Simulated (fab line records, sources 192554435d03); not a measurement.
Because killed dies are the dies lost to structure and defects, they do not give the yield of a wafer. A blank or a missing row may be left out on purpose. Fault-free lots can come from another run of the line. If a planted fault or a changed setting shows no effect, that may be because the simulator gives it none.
Chamber matching + flow n5-finfet + N5_BEOL_M0_SAQP_SPACER2_ETCHBACK_27 on rie-diel-01: 4 sister chambers
The step etches SiO2 in CHF3/O2, target depth 22.5 nm, time 11.25 s. 14 wafers are shown with their chamber, then 7 later ones without.

== WAFERS, EACH WITH ITS CHAMBER ==
| wafer  | chamber | drypump-motor-current-A (A) | throttle-valve-pct (%) | oes_ar_750_au (a.u.) |
|--------|---------|-----------------------------|------------------------|----------------------|
| L078.1 | 1       | 5.2                         | 19.14                  | 0.72                 |
| L078.4 | 0       | 4.7                         | 18.70                  | 0.91                 |
| L078.6 | 1       | 5.2                         | 19.14                  | 0.73                 |
| L083.2 | 0       | 4.7                         | 18.71                  | 0.89                 |
| L083.5 | 3       | 6.4                         | 18.80                  | 0.87                 |
| L083.6 | 0       | 4.7                         | 18.72                  | 0.89                 |
| L084.2 | 0       | 4.8                         | 18.71                  | 0.88                 |
| L084.3 | 1       | 5.1                         | 19.15                  | 0.71                 |
| L084.6 | 0       | 4.8                         | 18.71                  | 0.89                 |
| L085.2 | 1       | 5.2                         | 19.15                  | 0.71                 |
| L085.5 | 2       | 6.1                         | 18.41                  | 0.94                 |
| L085.6 | 3       | 6.4                         | 18.78                  | 0.86                 |
| L088.1 | 2       | 6.1                         | 18.40                  | 0.93                 |
| L088.3 | 1       | 5.2                         | 19.19                  | 0.71                 |

SIGNATURES (means of the wafers above)
| reading                 | chamber 0 | chamber 1 | chamber 2 | chamber 3 | scatter within a chamber |
|-------------------------|-----------|-----------|-----------|-----------|--------------------------|
| drypump-motor-current-A | 4.740     | 5.180     | 6.100     | 6.400     | 0.0447                   |
| throttle-valve-pct      | 18.7100   | 19.1540   | 18.4050   | 18.7900   | 0.0147                   |
| oes_ar_750_au           | 0.8920    | 0.7160    | 0.9350    | 0.8650    | 0.00949                  |
Rule: distance of a wafer from a chamber = root of the sum over the readings of ((wafer's reading minus chamber's mean) / reading's scatter) squared. The wafer belongs to the nearest chamber; if the next one is less than 2 further off, it can't be placed. The scatter: the root of (the sum of the squares of (reading less its chamber's mean) over the shown wafers, divided by (wafers less chambers)).

== WAFERS MISSING THEIR CHAMBER ==
| wafer  | drypump-motor-current-A (A) | throttle-valve-pct (%) | oes_ar_750_au (a.u.) |
|--------|-----------------------------|------------------------|----------------------|
| L088.4 | 6.4                         | 18.83                  | 0.86                 |
| L090.2 | 6.1                         | 18.43                  | 0.93                 |
| L090.3 | 5.2                         | 19.17                  | 0.71                 |
| L090.5 | 4.8                         | 18.73                  | 0.87                 |
| L094.1 | 4.7                         | 18.73                  | 0.86                 |
| L094.5 | 5.2                         | 19.19                  | 0.70                 |
| L094.6 | 6.1                         | 18.43                  | 0.91                 |

== THE CHAMBER EACH PASSED THROUGH ==
| wafer  | from the rows above | in truth |
|--------|---------------------|----------|
| L088.4 | 3                   | 3        |
| L090.2 | 2                   | 2        |
| L090.3 | 1                   | 1        |
| L090.5 | 0                   | 0        |
| L094.1 | 0                   | 0        |
| L094.5 | 1                   | 1        |
| L094.6 | 2                   | 2        |
7 of 7 placed correctly. From these rows, 0 cannot be placed. Placed wrongly: 0.
